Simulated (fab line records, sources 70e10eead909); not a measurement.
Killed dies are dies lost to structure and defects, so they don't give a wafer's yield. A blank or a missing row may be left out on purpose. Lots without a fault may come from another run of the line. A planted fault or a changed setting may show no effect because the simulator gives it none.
Chamber matching | flow nand_harc | NHARC_P_GATE_DESCUM_31 on rie_diel-08: 4 sister chambers
The step chemistry O2, time 3 s. 18 wafers are shown with their chamber, then 9 later ones without.

WAFERS WITH THEIR CHAMBER
wafer  | chamber | showerhead_plenum_p_Torr (Torr) | drypump_motor_current_A (A) | oes_product_au (a.u.)
L075.1 | 0       | 1.88                            | 5.7                         | 0.996
L075.3 | 1       | 1.96                            | 5.9                         | 0.991
L075.4 | 2       | 1.95                            | 6.5                         | 0.998
L078.3 | 2       | 1.95                            | 6.5                         | 1.001
L078.4 | 3       | 1.79                            | 6.6                         | 1.003
L078.6 | 1       | 1.95                            | 5.9                         | 0.988
L080.1 | 0       | 1.88                            | 5.7                         | 0.998
L080.4 | 2       | 1.95                            | 6.6                         | 1.011
L080.6 | 1       | 1.95                            | 5.9                         | 0.992
L081.1 | 1       | 1.95                            | 5.9                         | 0.992
L081.4 | 3       | 1.79                            | 6.6                         | 1.002
L081.6 | 0       | 1.88                            | 5.7                         | 0.979
L085.1 | 3       | 1.79                            | 6.6                         | 1.001
L085.5 | 3       | 1.79                            | 6.6                         | 1.010
L085.6 | 0       | 1.88                            | 5.7                         | 0.996
L088.1 | 1       | 1.95                            | 5.9                         | 0.990
L088.3 | 2       | 1.95                            | 6.6                         | 0.997
L088.4 | 0       | 1.88                            | 5.6                         | 0.999

SIGNATURES (means of the wafers above)
reading                  | chamber 0 | chamber 1 | chamber 2 | chamber 3 | scatter within a chamber
showerhead_plenum_p_Torr | 1.8800    | 1.9520    | 1.9500    | 1.7900    | 0.00239
drypump_motor_current_A  | 5.680     | 5.900     | 6.550     | 6.600     | 0.0359
oes_product_au           | 0.99360   | 0.99060   | 1.00175   | 1.00400   | 0.00571
Rule: a wafer's distance from a chamber is the root of the sum, over the readings, of the square of ((its reading less the chamber's mean) divided by the reading's scatter). The wafer belongs to the nearest chamber; if the next one is less than 2 further off, it can't be placed. The scatter: the root of (the sum of the squares of (reading less its chamber's mean) over the shown wafers, divided by (wafers less chambers)).

WAFERS WITHOUT THEIR CHAMBER
wafer  | showerhead_plenum_p_Torr (Torr) | drypump_motor_current_A (A) | oes_product_au (a.u.)
L090.1 | 1.79                            | 6.6                         | 0.982
L090.4 | 1.88                            | 5.7                         | 0.988
L090.6 | 1.95                            | 6.5                         | 0.991
L092.1 | 1.79                            | 6.6                         | 0.983
L092.5 | 1.95                            | 6.6                         | 0.992
L092.6 | 1.79                            | 6.6                         | 0.979
L094.2 | 1.88                            | 5.6                         | 0.990
L094.5 | 1.95                            | 5.9                         | 0.990
L094.6 | 1.95                            | 6.6                         | 0.988

WHICH CHAMBER EACH WENT THROUGH
wafer  | from the rows above | in truth
L090.1 | 3                   | 3
L090.4 | 0                   | 0
L090.6 | 2                   | 2
L092.1 | 3                   | 3
L092.5 | 2                   | 2
L092.6 | 3                   | 3
L094.2 | 0                   | 0
L094.5 | 1                   | 1
L094.6 | 2                   | 2
Placed correctly: 9 of 9. Can't be placed from these rows: 0. Placed wrongly: 0.
